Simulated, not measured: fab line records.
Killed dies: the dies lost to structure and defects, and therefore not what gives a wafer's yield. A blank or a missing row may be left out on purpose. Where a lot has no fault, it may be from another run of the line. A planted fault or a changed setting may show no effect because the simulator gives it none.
Chamber matching :: flow n5Finfet :: 4 sister chambers for N5_BEOL_M10_ALD_74 on aldMetal-02
The step deposits TaN, target thk 2 nm, pulse time 2 s, purge time 3 s. 30 wafers are shown with their chamber, then 12 later ones without.

## WAFERS, EACH WITH ITS CHAMBER
wafer: L075.3
chamber: 3
heaterPowerW (W): 410
mfcCarrierSccm (sccm): 1511

wafer: L075.4
chamber: 0
heaterPowerW (W): 466
mfcCarrierSccm (sccm): 1495

wafer: L075.6
chamber: 2
heaterPowerW (W): 452
mfcCarrierSccm (sccm): 1501

wafer: L074.2
chamber: 3
heaterPowerW (W): 414
mfcCarrierSccm (sccm): 1496

wafer: L074.5
chamber: 0
heaterPowerW (W): 479
mfcCarrierSccm (sccm): 1503

wafer: L074.6
chamber: 1
heaterPowerW (W): 343
mfcCarrierSccm (sccm): 1496

wafer: L079.3
chamber: 1
heaterPowerW (W): 356
mfcCarrierSccm (sccm): 1501

wafer: L079.5
chamber: 3
heaterPowerW (W): 411
mfcCarrierSccm (sccm): 1502

wafer: L079.6
chamber: 2
heaterPowerW (W): 459
mfcCarrierSccm (sccm): 1503

wafer: L081.3
chamber: 0
heaterPowerW (W): 468
mfcCarrierSccm (sccm): 1502

wafer: L081.4
chamber: 1
heaterPowerW (W): 343
mfcCarrierSccm (sccm): 1495

wafer: L081.5
chamber: 0
heaterPowerW (W): 464
mfcCarrierSccm (sccm): 1504

wafer: L082.2
chamber: 2
heaterPowerW (W): 440
mfcCarrierSccm (sccm): 1507

wafer: L082.3
chamber: 0
heaterPowerW (W): 466
mfcCarrierSccm (sccm): 1501

wafer: L082.6
chamber: 1
heaterPowerW (W): 351
mfcCarrierSccm (sccm): 1502

wafer: L083.2
chamber: 0
heaterPowerW (W): 459
mfcCarrierSccm (sccm): 1500

wafer: L083.5
chamber: 1
heaterPowerW (W): 350
mfcCarrierSccm (sccm): 1503

wafer: L083.6
chamber: 2
heaterPowerW (W): 453
mfcCarrierSccm (sccm): 1503

wafer: L084.1
chamber: 1
heaterPowerW (W): 349
mfcCarrierSccm (sccm): 1503

wafer: L084.3
chamber: 0
heaterPowerW (W): 475
mfcCarrierSccm (sccm): 1506

wafer: L084.5
chamber: 2
heaterPowerW (W): 442
mfcCarrierSccm (sccm): 1502

wafer: L086.2
chamber: 3
heaterPowerW (W): 421
mfcCarrierSccm (sccm): 1494

wafer: L086.4
chamber: 0
heaterPowerW (W): 471
mfcCarrierSccm (sccm): 1497

wafer: L086.5
chamber: 3
heaterPowerW (W): 404
mfcCarrierSccm (sccm): 1502

wafer: L090.2
chamber: 3
heaterPowerW (W): 412
mfcCarrierSccm (sccm): 1498

wafer: L090.4
chamber: 0
heaterPowerW (W): 481
mfcCarrierSccm (sccm): 1511

wafer: L090.5
chamber: 3
heaterPowerW (W): 412
mfcCarrierSccm (sccm): 1501

wafer: L093.1
chamber: 2
heaterPowerW (W): 452
mfcCarrierSccm (sccm): 1503

wafer: L093.2
chamber: 0
heaterPowerW (W): 476
mfcCarrierSccm (sccm): 1500

wafer: L093.6
chamber: 2
heaterPowerW (W): 451
mfcCarrierSccm (sccm): 1501

SIGNATURES (means of the wafers above)
reading: heaterPowerW
chamber 0: 470.50
chamber 1: 348.67
chamber 2: 449.86
chamber 3: 412.00
scatter within a chamber: 6.19

reading: mfcCarrierSccm
chamber 0: 1501.90
chamber 1: 1500.00
chamber 2: 1502.86
chamber 3: 1500.57
scatter within a chamber: 4.19
Rule: for each reading, subtract the chamber's mean from the wafer's reading, divide by that reading's scatter and square the result; add these up over the readings and take the root, which gives the wafer's distance from the chamber. The wafer belongs to the nearest chamber; if the next one is less than 2 further off, it can't be placed. The scatter: take each reading less its chamber's mean, square it, sum over the shown wafers, divide by the number of wafers less the number of chambers, and take the root.

## WAFERS WITH NO CHAMBER GIVEN
wafer: L094.1
heaterPowerW (W): 474
mfcCarrierSccm (sccm): 1509

wafer: L094.4
heaterPowerW (W): 348
mfcCarrierSccm (sccm): 1500

wafer: L094.5
heaterPowerW (W): 472
mfcCarrierSccm (sccm): 1500

wafer: L092.4
heaterPowerW (W): 350
mfcCarrierSccm (sccm): 1497

wafer: L092.5
heaterPowerW (W): 444
mfcCarrierSccm (sccm): 1508

wafer: L092.6
heaterPowerW (W): 407
mfcCarrierSccm (sccm): 1507

wafer: L095.1
heaterPowerW (W): 416
mfcCarrierSccm (sccm): 1502

wafer: L095.3
heaterPowerW (W): 355
mfcCarrierSccm (sccm): 1496

wafer: L095.4
heaterPowerW (W): 444
mfcCarrierSccm (sccm): 1499

wafer: L097.2
heaterPowerW (W): 410
mfcCarrierSccm (sccm): 1498

wafer: L097.3
heaterPowerW (W): 347
mfcCarrierSccm (sccm): 1503

wafer: L097.5
heaterPowerW (W): 351
mfcCarrierSccm (sccm): 1502

## WHICH CHAMBER EACH WENT THROUGH
wafer: L094.1
from the rows above: 0
in truth: 0

wafer: L094.4
from the rows above: 1
in truth: 1

wafer: L094.5
from the rows above: 0
in truth: 0

wafer: L092.4
from the rows above: 1
in truth: 1

wafer: L092.5
from the rows above: 2
in truth: 2

wafer: L092.6
from the rows above: 3
in truth: 3

wafer: L095.1
from the rows above: 3
in truth: 3

wafer: L095.3
from the rows above: 1
in truth: 1

wafer: L095.4
from the rows above: 2
in truth: 2

wafer: L097.2
from the rows above: 3
in truth: 3

wafer: L097.3
from the rows above: 1
in truth: 1

wafer: L097.5
from the rows above: 1
in truth: 1
Correct placement for 12 of the 12. Can't be placed from these rows: 0. Wrongly placed: 0.
